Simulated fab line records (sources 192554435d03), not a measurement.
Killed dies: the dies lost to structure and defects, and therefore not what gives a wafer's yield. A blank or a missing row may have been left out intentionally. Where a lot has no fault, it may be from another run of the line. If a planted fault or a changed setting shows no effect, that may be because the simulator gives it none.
A struck lot beside a sound one    flow n5_finfet    38 out of 1938 route steps
Sound: wafers L610.1, L610.3, L610.6. Struck: wafers L601.2, L601.3, L601.6. The cause comes at the end.
Each step with rows lists, per side, the tool, then ch with its chambers, then its first start. Under that, the readings that differ: sound wafers    struck wafers    difference of the means    sigmas: that difference in standard deviations of wafers without a fault.
alike: same words and numbers on both sides, and readings whose means sit less than 2 such deviations apart. not compared: any withheld reading, any reading some wafer has no value for, any bound like >300 that may hide the same value, and any number with overlapping values for which the record gives no deviation.
A row with sigmas, a row that says differs or no value, or rows on one side alone: a step with any of these is where the two part. Non-overlapping numbers with no deviation appear without sigmas and do not part them. A reading that every wafer of one side lacks parts them only if that side has two wafers or more.

first, 9 steps without rows for these wafers: N5_BEOL_M4_ANNEAL_95 (time 240 s); N5_BEOL_M4_SPUTTER_96 (material Cu, target thk 4.5 nm, time 8.29 s); N5_BEOL_M4_ECD_50 (material Cu, target thk 300 nm); N5_BEOL_M4_ANNEAL_51 (time 90 s); N5_BEOL_M4_CMP_52 (polishes, stops on SiOC, t overpolish 6.8 s, target thk 40 nm); N5_BEOL_M4_PRE_CLEAN_60 (time 15 s); N5_BEOL_M4_CO_CAP_55 (material Co, precursor CCTBA/H2, target thk 2 nm, time 102.1 s); N5_BEOL_M4_PRE_CLEAN_56 (time 15 s); N5_BEOL_M4_DEP_57 (deposits SiCN from 3MS/NH3, target thk 8 nm, time 14 s).
N5_BEOL_M4_RC_MEAS_101:
  sound on prober-01 ch 0, day 12 04:16; struck on prober-02 ch 0, day 10 06:49
reading        sound        struck       difference  sigmas
ION_P (uA/um)  459 448 452  464 474 465  +15         +2
  alike: DIBL_N, DIBL_P, IOFF_N, IOFF_P, ION_N, SS_N, SS_P, VT_N, VT_P
then, 24 steps without rows for these wafers: N5_BEOL_M5_ILD_DEP_00 (deposits SiCOH lowk from DEMS/porogen, target thk 140.64 nm, time 25.9 s); N5_BEOL_M5_CURE_79 (cures SiCOH lowk, time 240 s); N5_BEOL_M5_PECVD_70 (deposits SiO2 from TEOS/O2, target thk 16 nm, time 18 s); N5_BEOL_M5_HM_DEP_02 (deposits TiN, target thk 20 nm); N5_BEOL_M5_COAT_59 (time 60 s, resist thk 60 nm); N5_BEOL_M5_COAT_60 (time 60 s, resist thk 12 nm); N5_BEOL_M5_COAT_71 (time 60 s, resist thk 5 nm); N5_BEOL_M5_COAT_05 (resist thk 30 nm); N5_BEOL_M5_EBR_07; N5_BEOL_M5_SOFTBAKE_06 (time 60 s); N5_BEOL_M5_EXPOSE_08 (exposes mask M5, target cd 28 nm); N5_BEOL_M5_PEB_09 (peb time 60 s); N5_BEOL_M5_DEVELOP_10 (develop time 30 s); N5_BEOL_M5_DESCUM_16 (chemistry O2, time 7 s); N5_BEOL_M5_ETCH_72 (etches underlayer in N2/H2, target depth 6.5 nm, time 5.2 s); N5_BEOL_M5_ETCH_61 (etches SiARC in CF4, target depth 15.6 nm, time 26 s); N5_BEOL_M5_ETCH_62 (etches SOC in N2/H2, target depth 75 nm, overetch 15 nm, time 112.5 s); N5_BEOL_M5_STRIP_63 (strips in N2/H2); N5_BEOL_M5_STRIP_73 (strips in N2/H2); N5_BEOL_M5_STRIP_64 (strips in CF4); N5_BEOL_M5_HM_OPEN_17 (chemistry Cl2/BCl3, target TiN, target depth 20 nm, overetch 6 nm); N5_BEOL_M5_STRIP_19 (strips in O2); N5_BEOL_M5_COAT_65 (time 60 s, resist thk 60 nm); N5_BEOL_M5_COAT_66 (time 60 s, resist thk 12 nm).
-- record jumps: 3 days separate the struck wafers' starts on either side; left off in module BEOL_M5, taken up again in module BEOL_M12, whose first shown step is the route's number 1653 --
N5_BEOL_M12_CMP_49: polishes, stops on SiOC, t overpolish 20.6 s, target thk 320 nm.
  sound on cmp-04 ch 0,3, day 15 06:19; struck on cmp-04 ch 0,2, day 13 04:50
  no value came back on the struck wafers for any of 6 readings (barrier_field_endpoint_s (s), clearing_platen_down_force_psi (psi) and others); on the sound wafers barrier_field_endpoint_s (s) reads 29.8 30.0 30.4
reading                                  sound              struck           difference  sigmas
model.Cu_of_BEOL_M12_ECD_47.thk_nm (nm)  322.6 321.2 317.4  707.8 701.8 716  +388.1      
N5_BEOL_M12_THK_MEAS_50: measures by xrf.
  struck on film_metro-02, day 13 05:05; sound on film_metro-02, day 15 06:37
reading       sound        struck       difference  sigmas
M12_THK (nm)  323 323 318  704 695 714  +383        +72
N5_BEOL_M12_RS_MEAS_54: the measuring method here is four-point-probe.
  struck on film_metro-02, day 13 05:13; sound on film_metro-01, day 15 06:44
reading          sound                 struck                difference  sigmas
M12_RS (ohm/sq)  0.0596 0.0599 0.0606  0.0237 0.0240 0.0235  -0.0363     -36
N5_PASSIVATION_PROBE_49:
  the record has rows for the struck wafers here (prober-02, day 14 17:42) and none for the sound ones

== WHERE THEY PART ==
At N5_BEOL_M4_RC_MEAS_101 first; at N5_PASSIVATION_PROBE_49 last (within this record only).

WHY: whatever the simulator had introduced
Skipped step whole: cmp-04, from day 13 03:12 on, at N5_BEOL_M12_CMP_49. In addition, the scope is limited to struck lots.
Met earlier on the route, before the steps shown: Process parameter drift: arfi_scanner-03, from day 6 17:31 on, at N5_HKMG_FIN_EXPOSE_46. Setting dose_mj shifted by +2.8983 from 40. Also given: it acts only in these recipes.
